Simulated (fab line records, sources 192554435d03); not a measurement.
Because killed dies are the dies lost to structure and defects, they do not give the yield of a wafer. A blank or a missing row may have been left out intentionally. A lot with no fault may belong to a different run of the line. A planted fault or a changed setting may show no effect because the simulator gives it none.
The tool behind it: which one? | flow n5 finfet | 24 lots with 72 wafers sampled at 6 steps, on a route of 1938 steps

== WHAT THE GAUGES READ, wafer by wafer ==
N5_BEOL_M5_CD_MEAS_28: target cd 30.6 nm, target cd y 20 nm. Usual: 30.60 nm for cd nm, sd 0.27.
lot  | measured     | on        | cd nm (nm)        | flag
L074 | day 8 04:51  | cd sem-02 | 30.56 30.82 30.53 |
L076 | day 8 09:47  | cd sem-03 | 30.95 30.34 30.50 |
L075 | day 8 16:17  | cd sem-01 | 30.43 30.89 30.65 |
L077 | day 8 18:50  | cd sem-01 | 30.36 30.12 30.72 |
L078 | day 9 01:46  | cd sem-03 | 30.70 30.57 30.77 |
L079 | day 9 09:10  | cd sem-03 | 30.50 30.77 30.75 |
L080 | day 9 17:25  | cd sem-01 | 30.52 30.45 30.53 |
L081 | day 9 17:53  | cd sem-01 | 30.60 30.78 30.08 |
L082 | day 10 02:57 | cd sem-03 | 30.45 30.68 30.48 |
L083 | day 10 09:16 | cd sem-01 | 31.17 30.61 30.58 |
L084 | day 10 16:38 | cd sem-03 | 30.48 30.27 30.73 |
L085 | day 10 16:42 | cd sem-01 | 30.78 30.53 30.85 |
L086 | day 11 01:47 | cd sem-02 | 31.25 30.45 30.83 |
L087 | day 11 08:55 | cd sem-02 | 30.37 30.83 29.96 |
L088 | day 11 09:56 | cd sem-03 | 30.86 31.21 31.26 |
L090 | day 11 20:06 | cd sem-02 | 30.57 30.01 30.85 |
L089 | day 12 05:05 | cd sem-01 | 30.65 30.92 30.76 |
L091 | day 12 05:08 | cd sem-02 | 30.32 30.60 30.67 |
L092 | day 12 16:15 | cd sem-02 | 30.32 30.56 30.71 |
L093 | day 13 05:25 | cd sem-02 | 30.46 31.10 30.85 |
L095 | day 13 09:37 | cd sem-02 | 29.94 30.16 30.31 |
L094 | day 13 15:29 | cd sem-03 | 30.15 30.01 30.70 |
L096 | day 14 04:08 | cd sem-02 | 30.74 30.86 30.47 |
L097 | day 14 04:11 | cd sem-03 | 30.61 30.36 30.55 |

N5_BEOL_M5_THK_MEAS_53: measures by xrf. Usual: for M5_THK the level is 60.5 nm and the standard deviation is 2.2.
lot  | measured     | on            | M5_THK (nm)    | flag
L074 | day 8 12:17  | film metro-01 | 64.1 60.6 61.1 |
L076 | day 8 17:18  | film metro-01 | 59.2 63.5 61.4 |
L075 | day 9 00:50  | film metro-02 | 60.6 60.6 61.5 |
L077 | day 9 02:55  | film metro-02 | 58.4 58.2 59.4 |
L078 | day 9 08:37  | film metro-02 | 59.6 57.7 56.7 |
L079 | day 9 16:34  | film metro-02 | 57.9 57.0 59.7 |
L080 | day 10 02:33 | film metro-01 | 62.2 58.6 61.5 |
L081 | day 10 01:10 | film metro-01 | 61.5 61.0 58.3 |
L082 | day 10 14:52 | film metro-02 | 61.6 62.0 60.5 |
L083 | day 10 18:32 | film metro-01 | 62.0 64.1 67.3 |
L084 | day 11 00:14 | film metro-01 | 62.0 62.2 62.1 |
L085 | day 11 00:30 | film metro-01 | 65.4 59.4 64.0 |
L086 | day 11 10:08 | film metro-01 | 61.9 60.4 61.0 |
L087 | day 11 16:40 | film metro-02 | 61.3 59.6 59.6 |
L088 | day 11 17:32 | film metro-01 | 62.9 61.6 61.5 |
L090 | day 12 06:43 | film metro-01 | 60.9 62.4 58.2 |
L089 | day 12 13:42 | film metro-01 | 59.7 60.9 62.2 |
L091 | day 13 18:13 | film metro-02 | 61.9 60.3 58.2 |
L092 | day 13 00:17 | film metro-01 | 59.3 57.5 59.5 |
L093 | day 13 14:21 | film metro-01 | 59.8 61.5 61.0 |
L095 | day 13 16:41 | film metro-02 | 61.7 59.3 62.3 |
L094 | day 13 22:48 | film metro-02 | 58.1 55.5 57.0 |
L096 | day 14 11:10 | film metro-01 | 59.3 63.3 61.2 |
L097 | day 14 11:47 | film metro-02 | 59.3 59.4 59.9 |

== WHICH TOOL RAN EACH LOT (tool, then ch and the chambers of the sampled wafers, then the start) ==
lot  | N5_BEOL_M5_ETCH_67                 | N5_BEOL_M5_SPUTTER_81        | N5_BEOL_M5_ANNEAL_89         | N5_BEOL_M5_SPUTTER_90
L074 | rie diel-04 ch 0,1,2, day 8 05:02  | pvd sputter-02, day 8 08:11  | pvd sputter-02, day 8 10:26  | pvd sputter-02, day 8 11:26
L076 | rie diel-05 ch 0,1,2, day 8 10:25  | pvd sputter-02, day 8 13:15  | pvd sputter-02, day 8 15:30  | pvd sputter-02, day 8 16:31
L075 | rie diel-04 ch 0,2,3, day 8 16:49  | pvd sputter-02, day 8 20:46  | pvd sputter-02, day 8 23:02  | pvd sputter-02, day 9 00:02
L077 | rie diel-04 ch 1,2, day 8 19:01    | pvd sputter-03, day 8 22:35  | pvd sputter-03, day 9 00:50  | pvd sputter-03, day 9 01:51
L078 | rie diel-06 ch 0,1,3, day 9 01:56  | pvd sputter-01, day 9 04:33  | pvd sputter-01, day 9 06:49  | pvd sputter-01, day 9 07:49
L079 | rie diel-04 ch 1,2, day 9 09:41    | pvd sputter-01, day 9 12:27  | pvd sputter-01, day 9 14:42  | pvd sputter-01, day 9 15:43
L080 | rie diel-04 ch 1,2,3, day 9 17:59  | pvd sputter-01, day 9 22:20  | pvd sputter-01, day 10 00:35 | pvd sputter-01, day 10 01:35
L081 | rie diel-05 ch 1,2,3, day 9 18:05  | pvd sputter-02, day 9 21:07  | pvd sputter-02, day 9 23:22  | pvd sputter-02, day 10 00:22
L082 | rie diel-05 ch 2,3, day 10 03:08   | pvd sputter-01, day 10 07:26 | pvd sputter-01, day 10 09:41 | pvd sputter-01, day 10 10:42
L083 | rie diel-04 ch 1,3, day 10 09:31   | pvd sputter-01, day 10 12:08 | pvd sputter-01, day 10 14:23 | pvd sputter-01, day 10 15:24
L084 | rie diel-05 ch 0,1,2, day 10 16:51 | pvd sputter-02, day 10 20:03 | pvd sputter-02, day 10 22:18 | pvd sputter-02, day 10 23:19
L085 | rie diel-04 ch 0,2, day 10 17:04   | pvd sputter-01, day 10 20:15 | pvd sputter-01, day 10 22:30 | pvd sputter-01, day 10 23:31
L086 | rie diel-05 ch 0,2, day 11 01:58   | pvd sputter-02, day 11 05:58 | pvd sputter-02, day 11 08:13 | pvd sputter-02, day 11 09:13
L087 | rie diel-05 ch 2,3, day 11 09:09   | pvd sputter-02, day 11 12:36 | pvd sputter-02, day 11 14:52 | pvd sputter-02, day 11 15:52
L088 | rie diel-05 ch 2,3, day 11 10:28   | pvd sputter-01, day 11 13:29 | pvd sputter-01, day 11 15:44 | pvd sputter-01, day 11 16:44
L090 | rie diel-04 ch 1,2,3, day 11 20:17 | pvd sputter-02, day 11 23:09 | pvd sputter-02, day 12 03:40 | pvd sputter-02, day 12 05:40
L089 | rie diel-04 ch 0,2, day 12 05:15   | pvd sputter-01, day 12 09:39 | pvd sputter-01, day 12 11:54 | pvd sputter-01, day 12 12:55
L091 | rie diel-05 ch 1,3, day 12 05:43   | pvd sputter-03, day 12 08:20 | pvd sputter-03, day 12 10:35 | pvd sputter-03, day 13 17:06
L092 | rie diel-06 ch 1,3, day 12 16:25   | pvd sputter-01, day 12 20:14 | pvd sputter-01, day 12 22:29 | pvd sputter-01, day 12 23:29
L093 | rie diel-05 ch 0,1,3, day 13 05:59 | pvd sputter-02, day 13 10:18 | pvd sputter-02, day 13 12:33 | pvd sputter-02, day 13 13:34
L095 | rie diel-04 ch 1,3, day 13 09:47   | pvd sputter-01, day 13 12:38 | pvd sputter-01, day 13 14:53 | pvd sputter-01, day 13 15:54
L094 | rie diel-06 ch 1,2, day 13 15:41   | pvd sputter-02, day 13 18:28 | pvd sputter-02, day 13 20:43 | pvd sputter-02, day 13 21:43
L096 | rie diel-05 ch 2,3, day 14 04:19   | pvd sputter-01, day 14 07:07 | pvd sputter-01, day 14 09:22 | pvd sputter-01, day 14 10:22
L097 | rie diel-06 ch 2,3, day 14 04:21   | pvd sputter-02, day 14 07:44 | pvd sputter-02, day 14 09:59 | pvd sputter-02, day 14 11:00
- N5_BEOL_M5_ETCH_67: etches SiARC in CF4, target depth 15.6 nm, time 26 s.
- N5_BEOL_M5_SPUTTER_81: material Cu, target thk 15 nm, time 27.62 s.
- N5_BEOL_M5_ANNEAL_89: time 1800 s.
- N5_BEOL_M5_SPUTTER_90: material Cu, target thk 4.5 nm, time 8.29 s.

== WHAT THE TOOLS THEMSELVES READ (means of the sampled wafers that have a number; where no wafer has one, the mark that the record gives instead) ==
N5_BEOL_M5_ETCH_67. Usual: drypump motor current A 5.4 A, standard deviation 0.39; etch rf on time s 26.4 s, standard deviation 0.79; oes product au 0.69 a.u., standard deviation 0.076; rf vpp V 184.0 V, standard deviation 1.1; showerhead plenum p Torr 2.13 Torr, standard deviation 0.052; throttle valve pct 15.61 %, standard deviation 0.23.
lot  | tool        | drypump motor current A (A) | etch rf on time s (s) | oes product au (a.u.) | rf vpp V (V) | showerhead plenum p Torr (Torr) | throttle valve pct (%) | flag
L074 | rie diel-04 | 5.4                         | 26.8                  | 0.71                  | 184.3        | 2.13                            | 15.67                  |
L076 | rie diel-05 | 5.5                         | 25.7                  | 0.70                  | 183.8        | 2.12                            | 15.57                  |
L075 | rie diel-04 | 5.2                         | 26.2                  | 0.79                  | 183.5        | 2.13                            | 15.44                  |
L077 | rie diel-04 | 5.3                         | 26.8                  | 0.65                  | 184.4        | 2.14                            | 15.78                  |
L078 | rie diel-06 | 5.4                         | 26.7                  | 0.69                  | 184.6        | 2.15                            | 15.54                  |
L079 | rie diel-04 | 5.3                         | 27.1                  | 0.64                  | 183.7        | 2.13                            | 15.78                  |
L080 | rie diel-04 | 5.1                         | 26.5                  | 0.72                  | 183.2        | 2.13                            | 15.56                  |
L081 | rie diel-05 | 5.8                         | 26.1                  | 0.66                  | 183.8        | 2.17                            | 15.60                  |
L082 | rie diel-05 | 5.8                         | 26.0                  | 0.67                  | 184.0        | 2.17                            | 15.55                  |
L083 | rie diel-04 | 5.0                         | 25.5                  | 0.75                  | 184.1        | 2.12                            | 15.49                  |
L084 | rie diel-05 | 5.6                         | 26.1                  | 0.68                  | 183.3        | 2.12                            | 15.60                  |
L085 | rie diel-04 | 5.5                         | 26.7                  | 0.74                  | 184.8        | 2.11                            | 15.61                  |
L086 | rie diel-05 | 5.3                         | 26.5                  | 0.66                  | 183.0        | 2.09                            | 15.67                  |
L087 | rie diel-05 | 5.7                         | 26.0                  | 0.65                  | 184.8        | 2.16                            | 15.57                  |
L088 | rie diel-05 | 5.7                         | 26.4                  | 0.61                  | 184.7        | 2.19                            | 15.70                  |
L090 | rie diel-04 | 5.1                         | 26.2                  | 0.70                  | 184.6        | 2.13                            | 15.59                  |
L089 | rie diel-04 | 5.5                         | 27.2                  | 0.72                  | 184.3        | 2.11                            | 15.62                  |
L091 | rie diel-05 | 5.8                         | 25.5                  | 0.65                  | 184.5        | 2.16                            | 15.68                  |
L092 | rie diel-06 | 5.8                         | 26.6                  | 0.71                  | 184.5        | 2.19                            | 15.43                  |
L093 | rie diel-05 | 5.5                         | 26.8                  | 0.61                  | 184.3        | 2.13                            | 15.76                  |
L095 | rie diel-04 | 5.0                         | 25.3                  | 0.72                  | 182.7        | 2.11                            | 15.52                  |
L094 | rie diel-06 | 6.1                         | 27.0                  | 0.66                  | 185.8        | 2.19                            | 15.69                  |
L096 | rie diel-05 | 5.8                         | 25.4                  | 0.75                  | 184.8        | 2.16                            | 15.43                  |
L097 | rie diel-06 | 5.1                         | 26.9                  | 0.67                  | 183.3        | 2.07                            | 15.52                  |

N5_BEOL_M5_SPUTTER_81. Usual: 30.0 % for throttle valve pct, sd 0.97.
lot  | tool           | throttle valve pct (%) | flag
L074 | pvd sputter-02 | 30.5                   |
L076 | pvd sputter-02 | 29.7                   |
L075 | pvd sputter-02 | 29.7                   |
L077 | pvd sputter-03 | 31.2                   |
L078 | pvd sputter-01 | 29.4                   |
L079 | pvd sputter-01 | 29.6                   |
L080 | pvd sputter-01 | 29.6                   |
L081 | pvd sputter-02 | 30.7                   |
L082 | pvd sputter-01 | 29.5                   |
L083 | pvd sputter-01 | 29.9                   |
L084 | pvd sputter-02 | 30.4                   |
L085 | pvd sputter-01 | 29.5                   |
L086 | pvd sputter-02 | 30.4                   |
L087 | pvd sputter-02 | 31.3                   |
L088 | pvd sputter-01 | 28.8                   |
L090 | pvd sputter-02 | 30.7                   |
L089 | pvd sputter-01 | 30.2                   |
L091 | pvd sputter-03 | 30.6                   |
L092 | pvd sputter-01 | 29.4                   |
L093 | pvd sputter-02 | 30.5                   |
L095 | pvd sputter-01 | 29.6                   |
L094 | pvd sputter-02 | 30.6                   |
L096 | pvd sputter-01 | 29.8                   |
L097 | pvd sputter-02 | 30.4                   |

N5_BEOL_M5_ANNEAL_89. Usual: 800 W for heater power w, sd 81.
lot  | tool           | heater power w (W) | flag
L074 | pvd sputter-02 | 727                |
L076 | pvd sputter-02 | 722                |
L075 | pvd sputter-02 | 762                |
L077 | pvd sputter-03 | 855                |
L078 | pvd sputter-01 | 836                |
L079 | pvd sputter-01 | 840                |
L080 | pvd sputter-01 | 892                |
L081 | pvd sputter-02 | 716                |
L082 | pvd sputter-01 | 844                |
L083 | pvd sputter-01 | 754                |
L084 | pvd sputter-02 | 772                |
L085 | pvd sputter-01 | 848                |
L086 | pvd sputter-02 | 788                |
L087 | pvd sputter-02 | 748                |
L088 | pvd sputter-01 | 904                |
L090 | pvd sputter-02 | 739                |
L089 | pvd sputter-01 | 760                |
L091 | pvd sputter-03 | 831                |
L092 | pvd sputter-01 | 814                |
L093 | pvd sputter-02 | 739                |
L095 | pvd sputter-01 | 783                |
L094 | pvd sputter-02 | 721                |
L096 | pvd sputter-01 | 813                |
L097 | pvd sputter-02 | 723                |

N5_BEOL_M5_SPUTTER_90. Usual: 30.0 % for throttle valve pct, sd 0.97.
lot  | tool           | throttle valve pct (%) | flag
L074 | pvd sputter-02 | 30.5                   |
L076 | pvd sputter-02 | 29.8                   |
L075 | pvd sputter-02 | 29.9                   |
L077 | pvd sputter-03 | 31.3                   |
L078 | pvd sputter-01 | 29.7                   |
L079 | pvd sputter-01 | 29.5                   |
L080 | pvd sputter-01 | 29.5                   |
L081 | pvd sputter-02 | 30.4                   |
L082 | pvd sputter-01 | 29.6                   |
L083 | pvd sputter-01 | 29.8                   |
L084 | pvd sputter-02 | 30.6                   |
L085 | pvd sputter-01 | 29.8                   |
L086 | pvd sputter-02 | 30.5                   |
L087 | pvd sputter-02 | 31.3                   |
L088 | pvd sputter-01 | 29.0                   |
L090 | pvd sputter-02 | 30.5                   |
L089 | pvd sputter-01 | 30.2                   |
L091 | pvd sputter-03 | 30.6                   |
L092 | pvd sputter-01 | 29.2                   |
L093 | pvd sputter-02 | 30.7                   |
L095 | pvd sputter-01 | 29.8                   |
L094 | pvd sputter-02 | 30.4                   |
L096 | pvd sputter-01 | 29.8                   |
L097 | pvd sputter-02 | 30.4                   |

== THE ANSWER, worked out from the rows above alone ==
Rule: a lot counts as off when the mean over its wafers that have a number is more than 3 standard deviations away from the usual mean. Also off: a lot with no number at a reading for which 4 or more lots have one. Any other lot the step has rows for is counted as sound. After the gauges, taken in route order, come the tools' own readings; for these a lot's mean is taken, as printed above. The first step at which some lot is off is used, and at that step the reading that is off furthest; a lot without a number counts as furthest.
No lot is off on any of the readings shown, so nothing can be concluded from this.

== WHAT THE SIMULATOR HAD INSERTED ==
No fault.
